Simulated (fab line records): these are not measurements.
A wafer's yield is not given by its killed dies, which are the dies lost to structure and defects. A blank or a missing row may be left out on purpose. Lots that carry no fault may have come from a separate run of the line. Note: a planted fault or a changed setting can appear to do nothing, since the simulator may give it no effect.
Which of the tools did it? || flow nand_harc || Sampling: 14 lots, 42 wafers, 4 of 1302 route steps

== WHAT EACH GAUGE READ, for each wafer ==
The record lacks any reading of a measuring or inspecting step that a usual standard deviation could be used to judge.

== EACH LOT AND THE TOOL THAT RAN IT (in order: tool; ch and the chambers of the sampled wafers; start) ==
{"lot": "L469", "NHARC_A_CHANNEL_HOLE_D2_DEP_01": "pecvd-03 ch 0,1, day 13 08:49", "NHARC_A_CHANNEL_HOLE_D2_ETCH_20": "har_etch-02 ch 0,1, day 13 12:35", "NHARC_A_CHANNEL_FILL_D2_ETCHBACK_19": "rie_si-06 ch 0,1,3, day 14 20:37", "NHARC_A_CHANNEL_FILL_D2_ETCHBACK_20": "rie_diel-12 ch 0,2, day 14 20:43"}
{"lot": "L470", "NHARC_A_CHANNEL_HOLE_D2_DEP_01": "pecvd-02 ch 0,1, day 14 04:18", "NHARC_A_CHANNEL_HOLE_D2_ETCH_20": "har_etch-01 ch 0,1, day 14 06:20", "NHARC_A_CHANNEL_FILL_D2_ETCHBACK_19": "rie_si-06 ch 0,2, day 15 11:46", "NHARC_A_CHANNEL_FILL_D2_ETCHBACK_20": "rie_diel-07 ch 0,1,3, day 15 11:53"}
{"lot": "L472", "NHARC_A_CHANNEL_HOLE_D2_DEP_01": "pecvd-03 ch 0,1,2, day 14 07:32", "NHARC_A_CHANNEL_HOLE_D2_ETCH_20": "har_etch-02 ch 0,1, day 14 09:45", "NHARC_A_CHANNEL_FILL_D2_ETCHBACK_19": "rie_si-01 ch 0,2,3, day 15 15:35", "NHARC_A_CHANNEL_FILL_D2_ETCHBACK_20": "rie_diel-12 ch 0,1,2, day 15 15:43"}
{"lot": "L471", "NHARC_A_CHANNEL_HOLE_D2_DEP_01": "pecvd-03 ch 0,1,2, day 14 07:44", "NHARC_A_CHANNEL_HOLE_D2_ETCH_20": "har_etch-01 ch 0,1, day 14 10:34", "NHARC_A_CHANNEL_FILL_D2_ETCHBACK_19": "rie_si-02 ch 0,2,3, day 15 15:37", "NHARC_A_CHANNEL_FILL_D2_ETCHBACK_20": "rie_diel-05 ch 1,3, day 15 15:44"}
{"lot": "L474", "NHARC_A_CHANNEL_HOLE_D2_DEP_01": "pecvd-01 ch 0,2, day 15 09:12", "NHARC_A_CHANNEL_HOLE_D2_ETCH_20": "har_etch-02 ch 0,1, day 15 11:25", "NHARC_A_CHANNEL_FILL_D2_ETCHBACK_19": "rie_si-02 ch 0,1, day 16 17:05", "NHARC_A_CHANNEL_FILL_D2_ETCHBACK_20": "rie_diel-12 ch 0,1,3, day 16 17:14"}
{"lot": "L480", "NHARC_A_CHANNEL_HOLE_D2_DEP_01": "pecvd-02 ch 0,2, day 17 21:35", "NHARC_A_CHANNEL_HOLE_D2_ETCH_20": "har_etch-02 ch 0,1, day 18 04:22", "NHARC_A_CHANNEL_FILL_D2_ETCHBACK_19": "rie_si-01 ch 0,1, day 19 07:43", "NHARC_A_CHANNEL_FILL_D2_ETCHBACK_20": "rie_diel-12 ch 0,1,3, day 19 07:52"}
{"lot": "L483", "NHARC_A_CHANNEL_HOLE_D2_DEP_01": "pecvd-01 ch 0,1,2, day 19 03:14", "NHARC_A_CHANNEL_HOLE_D2_ETCH_20": "har_etch-01 ch 0,1, day 19 05:20", "NHARC_A_CHANNEL_FILL_D2_ETCHBACK_19": "rie_si-01 ch 1,2, day 20 10:56", "NHARC_A_CHANNEL_FILL_D2_ETCHBACK_20": "rie_diel-07 ch 1,2,3, day 20 11:07"}
{"lot": "L484", "NHARC_A_CHANNEL_HOLE_D2_DEP_01": "pecvd-03 ch 0,1,2, day 19 03:40", "NHARC_A_CHANNEL_HOLE_D2_ETCH_20": "har_etch-02 ch 0,1, day 19 06:25", "NHARC_A_CHANNEL_FILL_D2_ETCHBACK_19": "rie_si-06 ch 0,3, day 20 10:57", "NHARC_A_CHANNEL_FILL_D2_ETCHBACK_20": "rie_diel-12 ch 0,1, day 20 11:05"}
{"lot": "L486", "NHARC_A_CHANNEL_HOLE_D2_DEP_01": "pecvd-01 ch 1,2, day 20 01:16", "NHARC_A_CHANNEL_HOLE_D2_ETCH_20": "har_etch-01 ch 0,1, day 20 03:27", "NHARC_A_CHANNEL_FILL_D2_ETCHBACK_19": "rie_si-02 ch 2,3, day 21 09:17", "NHARC_A_CHANNEL_FILL_D2_ETCHBACK_20": "rie_diel-07 ch 0,1,2, day 21 09:26"}
{"lot": "L485", "NHARC_A_CHANNEL_HOLE_D2_DEP_01": "pecvd-03 ch 0,2, day 20 02:33", "NHARC_A_CHANNEL_HOLE_D2_ETCH_20": "har_etch-02 ch 0,1, day 20 04:39", "NHARC_A_CHANNEL_FILL_D2_ETCHBACK_19": "rie_si-06 ch 0,2,3, day 21 09:17", "NHARC_A_CHANNEL_FILL_D2_ETCHBACK_20": "rie_diel-12 ch 1,2,3, day 21 09:24"}
{"lot": "L489", "NHARC_A_CHANNEL_HOLE_D2_DEP_01": "pecvd-03 ch 0,1,2, day 21 11:59", "NHARC_A_CHANNEL_HOLE_D2_ETCH_20": "har_etch-02 ch 0,1, day 21 14:08", "NHARC_A_CHANNEL_FILL_D2_ETCHBACK_19": "rie_si-02 ch 0,1,3, day 22 23:09", "NHARC_A_CHANNEL_FILL_D2_ETCHBACK_20": "rie_diel-12 ch 0,1,3, day 22 23:17"}
{"lot": "L490", "NHARC_A_CHANNEL_HOLE_D2_DEP_01": "pecvd-02 ch 0,1,2, day 21 21:13", "NHARC_A_CHANNEL_HOLE_D2_ETCH_20": "har_etch-01 ch 0,1, day 21 23:17", "NHARC_A_CHANNEL_FILL_D2_ETCHBACK_19": "rie_si-01 ch 0,3, day 23 05:14", "NHARC_A_CHANNEL_FILL_D2_ETCHBACK_20": "rie_diel-12 ch 0,2, day 23 05:22"}
{"lot": "L491", "NHARC_A_CHANNEL_HOLE_D2_DEP_01": "pecvd-03 ch 0,1,2, day 22 11:19", "NHARC_A_CHANNEL_HOLE_D2_ETCH_20": "har_etch-02 ch 0,1, day 22 13:31", "NHARC_A_CHANNEL_FILL_D2_ETCHBACK_19": "rie_si-06 ch 0,1,3, day 23 19:35", "NHARC_A_CHANNEL_FILL_D2_ETCHBACK_20": "rie_diel-07 ch 1,2,3, day 23 19:43"}
{"lot": "L492", "NHARC_A_CHANNEL_HOLE_D2_DEP_01": "pecvd-02 ch 0,1,2, day 23 01:49", "NHARC_A_CHANNEL_HOLE_D2_ETCH_20": "har_etch-01 ch 1, day 23 04:39", "NHARC_A_CHANNEL_FILL_D2_ETCHBACK_19": "rie_si-06 ch 0,2,3, day 24 10:28", "NHARC_A_CHANNEL_FILL_D2_ETCHBACK_20": "rie_diel-12 ch 0,1,3, day 24 10:35"}
- NHARC_A_CHANNEL_HOLE_D2_DEP_01: deposits SiON, target thk 140 nm.
- NHARC_A_CHANNEL_HOLE_D2_ETCH_20: etches the open film in C4F8/O2/Ar, time 361.9 s, target depth 1600 nm.
- NHARC_A_CHANNEL_FILL_D2_ETCHBACK_19: etches the open film in HBr/Cl2, target depth 5 nm, time 1.7 s.
- NHARC_A_CHANNEL_FILL_D2_ETCHBACK_20: etches the open film in C4F8/O2/Ar, target depth 27 nm, time 13.5 s.

== AS READ BY THE TOOLS THEMSELVES (means over the sampled wafers that have a number; for cases with no such wafer, the mark the record gives instead) ==
NHARC_A_CHANNEL_HOLE_D2_DEP_01.
{"lot": "L469", "tool": "pecvd-03", "heater_power_w (W)": 557}
{"lot": "L470", "tool": "pecvd-02", "heater_power_w (W)": 788}
{"lot": "L472", "tool": "pecvd-03", "heater_power_w (W)": 663}
{"lot": "L471", "tool": "pecvd-03", "heater_power_w (W)": 662}
{"lot": "L474", "tool": "pecvd-01", "heater_power_w (W)": 778}
{"lot": "L480", "tool": "pecvd-02", "heater_power_w (W)": 778}
{"lot": "L483", "tool": "pecvd-01", "heater_power_w (W)": 768}
{"lot": "L484", "tool": "pecvd-03", "heater_power_w (W)": 694}
{"lot": "L486", "tool": "pecvd-01", "heater_power_w (W)": 805}
{"lot": "L485", "tool": "pecvd-03", "heater_power_w (W)": 631}
{"lot": "L489", "tool": "pecvd-03", "heater_power_w (W)": 680}
{"lot": "L490", "tool": "pecvd-02", "heater_power_w (W)": 799}
{"lot": "L491", "tool": "pecvd-03", "heater_power_w (W)": 663}
{"lot": "L492", "tool": "pecvd-02", "heater_power_w (W)": 801}

NHARC_A_CHANNEL_HOLE_D2_ETCH_20.
{"lot": "L469", "tool": "har_etch-02", "drypump_motor_current_A (A)": 5.2, "showerhead_plenum_p_Torr (Torr)": 3.54, "throttle_valve_pct (%)": 32.157}
{"lot": "L470", "tool": "har_etch-01", "drypump_motor_current_A (A)": 5.4, "showerhead_plenum_p_Torr (Torr)": 3.65, "throttle_valve_pct (%)": 32.157}
{"lot": "L472", "tool": "har_etch-02", "drypump_motor_current_A (A)": 5.0, "showerhead_plenum_p_Torr (Torr)": 3.56, "throttle_valve_pct (%)": 32.152}
{"lot": "L471", "tool": "har_etch-01", "drypump_motor_current_A (A)": 5.4, "showerhead_plenum_p_Torr (Torr)": 3.65, "throttle_valve_pct (%)": 32.156}
{"lot": "L474", "tool": "har_etch-02", "drypump_motor_current_A (A)": 5.2, "showerhead_plenum_p_Torr (Torr)": 3.53, "throttle_valve_pct (%)": 32.155}
{"lot": "L480", "tool": "har_etch-02", "drypump_motor_current_A (A)": 5.1, "showerhead_plenum_p_Torr (Torr)": 3.93, "throttle_valve_pct (%)": 32.162}
{"lot": "L483", "tool": "har_etch-01", "drypump_motor_current_A (A)": 5.4, "showerhead_plenum_p_Torr (Torr)": 3.61, "throttle_valve_pct (%)": 32.165}
{"lot": "L484", "tool": "har_etch-02", "drypump_motor_current_A (A)": 5.0, "showerhead_plenum_p_Torr (Torr)": 3.92, "throttle_valve_pct (%)": 32.155}
{"lot": "L486", "tool": "har_etch-01", "drypump_motor_current_A (A)": 5.4, "showerhead_plenum_p_Torr (Torr)": 3.61, "throttle_valve_pct (%)": 32.157}
{"lot": "L485", "tool": "har_etch-02", "drypump_motor_current_A (A)": 5.2, "showerhead_plenum_p_Torr (Torr)": 3.91, "throttle_valve_pct (%)": 32.151}
{"lot": "L489", "tool": "har_etch-02", "drypump_motor_current_A (A)": 5.2, "showerhead_plenum_p_Torr (Torr)": 3.90, "throttle_valve_pct (%)": 32.158}
{"lot": "L490", "tool": "har_etch-01", "drypump_motor_current_A (A)": 5.7, "showerhead_plenum_p_Torr (Torr)": 3.56, "throttle_valve_pct (%)": 32.153}
{"lot": "L491", "tool": "har_etch-02", "drypump_motor_current_A (A)": 5.2, "showerhead_plenum_p_Torr (Torr)": 3.90, "throttle_valve_pct (%)": 32.166}
{"lot": "L492", "tool": "har_etch-01", "drypump_motor_current_A (A)": 5.1, "showerhead_plenum_p_Torr (Torr)": 3.62, "throttle_valve_pct (%)": 32.146}

NHARC_A_CHANNEL_FILL_D2_ETCHBACK_19.
{"lot": "L469", "tool": "rie_si-06", "drypump_motor_current_A (A)": 5.1, "oes_product_au (a.u.)": 0.998, "throttle_valve_pct (%)": 26.402}
{"lot": "L470", "tool": "rie_si-06", "drypump_motor_current_A (A)": 5.1, "oes_product_au (a.u.)": 1.022, "throttle_valve_pct (%)": 26.406}
{"lot": "L472", "tool": "rie_si-01", "drypump_motor_current_A (A)": 6.0, "oes_product_au (a.u.)": 1.007, "throttle_valve_pct (%)": 26.407}
{"lot": "L471", "tool": "rie_si-02", "drypump_motor_current_A (A)": 6.0, "oes_product_au (a.u.)": 0.990, "throttle_valve_pct (%)": 26.400}
{"lot": "L474", "tool": "rie_si-02", "drypump_motor_current_A (A)": 5.5, "oes_product_au (a.u.)": 0.997, "throttle_valve_pct (%)": 26.408}
{"lot": "L480", "tool": "rie_si-01", "drypump_motor_current_A (A)": 6.6, "oes_product_au (a.u.)": 0.899, "throttle_valve_pct (%)": 26.406}
{"lot": "L483", "tool": "rie_si-01", "drypump_motor_current_A (A)": 6.4, "oes_product_au (a.u.)": 0.907, "throttle_valve_pct (%)": 26.409}
{"lot": "L484", "tool": "rie_si-06", "drypump_motor_current_A (A)": 5.0, "oes_product_au (a.u.)": 1.003, "throttle_valve_pct (%)": 26.403}
{"lot": "L486", "tool": "rie_si-02", "drypump_motor_current_A (A)": 6.1, "oes_product_au (a.u.)": 1.009, "throttle_valve_pct (%)": 26.405}
{"lot": "L485", "tool": "rie_si-06", "drypump_motor_current_A (A)": 5.2, "oes_product_au (a.u.)": 1.002, "throttle_valve_pct (%)": 26.394}
{"lot": "L489", "tool": "rie_si-02", "drypump_motor_current_A (A)": 5.8, "oes_product_au (a.u.)": 1.000, "throttle_valve_pct (%)": 26.397}
{"lot": "L490", "tool": "rie_si-01", "drypump_motor_current_A (A)": 6.2, "oes_product_au (a.u.)": 1.005, "throttle_valve_pct (%)": 26.403}
{"lot": "L491", "tool": "rie_si-06", "drypump_motor_current_A (A)": 5.1, "oes_product_au (a.u.)": 0.991, "throttle_valve_pct (%)": 26.397}
{"lot": "L492", "tool": "rie_si-06", "drypump_motor_current_A (A)": 5.2, "oes_product_au (a.u.)": 1.011, "throttle_valve_pct (%)": 26.404}

NHARC_A_CHANNEL_FILL_D2_ETCHBACK_20.
{"lot": "L469", "tool": "rie_diel-12", "oes_product_au (a.u.)": 0.955, "rf_vpp_V (V)": 974}
{"lot": "L470", "tool": "rie_diel-07", "oes_product_au (a.u.)": 1.006, "rf_vpp_V (V)": 984}
{"lot": "L472", "tool": "rie_diel-12", "oes_product_au (a.u.)": 0.951, "rf_vpp_V (V)": 979}
{"lot": "L471", "tool": "rie_diel-05", "oes_product_au (a.u.)": 1.025, "rf_vpp_V (V)": 971}
{"lot": "L474", "tool": "rie_diel-12", "oes_product_au (a.u.)": 0.933, "rf_vpp_V (V)": 979}
{"lot": "L480", "tool": "rie_diel-12", "oes_product_au (a.u.)": 0.994, "rf_vpp_V (V)": 979}
{"lot": "L483", "tool": "rie_diel-07", "oes_product_au (a.u.)": 1.005, "rf_vpp_V (V)": 986}
{"lot": "L484", "tool": "rie_diel-12", "oes_product_au (a.u.)": 0.996, "rf_vpp_V (V)": 980}
{"lot": "L486", "tool": "rie_diel-07", "oes_product_au (a.u.)": 0.992, "rf_vpp_V (V)": 985}
{"lot": "L485", "tool": "rie_diel-12", "oes_product_au (a.u.)": 1.002, "rf_vpp_V (V)": 982}
{"lot": "L489", "tool": "rie_diel-12", "oes_product_au (a.u.)": 1.001, "rf_vpp_V (V)": 979}
{"lot": "L490", "tool": "rie_diel-12", "oes_product_au (a.u.)": 0.945, "rf_vpp_V (V)": 977}
{"lot": "L491", "tool": "rie_diel-07", "oes_product_au (a.u.)": 1.000, "rf_vpp_V (V)": 985}
{"lot": "L492", "tool": "rie_diel-12", "oes_product_au (a.u.)": 0.995, "rf_vpp_V (V)": 979}

== THE ANSWER, worked out from the rows above alone ==
Rule: usual is defined by the lots themselves. The widest of any qualifying gaps counts: lots, ordered by their means at a reading, are off when they make up no more than a third of the lots, leave a main group of 4 or more, and stand apart from it by 3 or more times the standard deviation of that group's means. A main group whose means are all the same, to the digits that the tables above print for the reading, isn't used. A lot without any number at a reading at which 4 lots or more have one is off too. The other lots that the step has rows for count as sound. After the gauges, taken in route order, come the tools' own readings; for these a lot's mean is taken, as printed above. At the first step where some lot is off, the reading lying furthest off is the one used; lots without a number count as furthest.
Off, at NHARC_A_CHANNEL_FILL_D2_ETCHBACK_19 on oes_product_au: L480, L483. For the main group the mean is 1.003 a.u. and the standard deviation 0.0085.
A tool fits if, at that step or a process step before it, it ran every lot that is off, and no sound lot after the first of them. Of those tried, none fits.

== WHAT HAD BEEN PUT IN BY THE SIMULATOR ==
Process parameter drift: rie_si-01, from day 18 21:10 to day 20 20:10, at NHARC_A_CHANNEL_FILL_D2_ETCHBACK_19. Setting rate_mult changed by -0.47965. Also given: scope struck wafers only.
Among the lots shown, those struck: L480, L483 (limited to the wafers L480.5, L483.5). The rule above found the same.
